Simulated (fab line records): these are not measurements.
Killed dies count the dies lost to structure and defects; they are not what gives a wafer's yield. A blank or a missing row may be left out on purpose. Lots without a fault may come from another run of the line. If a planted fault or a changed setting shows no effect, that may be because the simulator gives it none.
Which tool is to blame?    flow n5-finfet    32 wafers from 11 lots sampled at 2 of the route's 1938 steps

WHAT THE GAUGES SHOWED, per wafer
N5_BEOL_M14_CD_MEAS_28 targets a cd of 284.4 nm.
lot   measured      on         cd-nm (nm)
L461  day 10 22:02  cd-sem-03  281.7 286.2 285.6
L462  day 11 11:52  cd-sem-01  285.0 284.6
L464  day 12 09:38  cd-sem-01  287.8 283.5 282.9
L467  day 13 07:58  cd-sem-02  284.6 283.2 284.3
L470  day 13 09:05  cd-sem-02  288.7 286.2 285.9
L468  day 13 09:17  cd-sem-03  284.0 283.8 286.9
L469  day 13 09:46  cd-sem-02  288.0 286.6 286.1
L472  day 13 21:38  cd-sem-01  285.2 287.9 282.6
L471  day 14 00:28  cd-sem-03  280.0 283.6 284.7
L479  day 15 07:59  cd-sem-03  289.5 285.6 289.6
L482  day 16 04:04  cd-sem-03  279.2 283.9 284.4

WHICH TOOL RAN EACH LOT (tool, then ch and the chambers of the sampled wafers, then the start)
lot   N5_BEOL_M14_STRIP_63
L461  rie-diel-06 ch 0,1,2, day 10 22:02 or earlier
L462  rie-diel-04 ch 2,3, day 11 11:52 or earlier
L464  rie-diel-06 ch 1,2,3, day 12 09:38 or earlier
L467  rie-diel-01 ch 0,2,3, day 13 07:58 or earlier
L470  rie-diel-04 ch 0,1, day 13 09:05 or earlier
L468  rie-diel-01 ch 1,2, day 13 09:17 or earlier
L469  rie-diel-06 ch 0,1, day 13 09:46 or earlier
L472  rie-diel-01 ch 2,3, day 13 21:38 or earlier
L471  rie-diel-04 ch 0,2,3, day 14 00:28 or earlier
L479  rie-diel-01 ch 1,2, day 15 07:59 or earlier
L482  rie-diel-04 ch 1,3, day 16 04:04 or earlier
- N5_BEOL_M14_STRIP_63: strips in O2.

THE ANSWER, worked out from the rows above alone
Rule: usual is defined by the lots themselves. Put in order of their means at a reading, lots are off if they are a third of the lots or fewer, leave a main group of 4 or more, and stand apart from it by a gap of 3 or more times the standard deviation of the main group's means; of several such gaps the widest counts. If all means in a main group match to the digits the tables above print for the reading, that group is not used. A lot without any number at a reading at which 4 lots or more have one is off too. All remaining lots with rows at the step are treated as sound.
No lot is off at any reading shown: from this, nothing can be told.

WHAT THE SIMULATOR PUT IN
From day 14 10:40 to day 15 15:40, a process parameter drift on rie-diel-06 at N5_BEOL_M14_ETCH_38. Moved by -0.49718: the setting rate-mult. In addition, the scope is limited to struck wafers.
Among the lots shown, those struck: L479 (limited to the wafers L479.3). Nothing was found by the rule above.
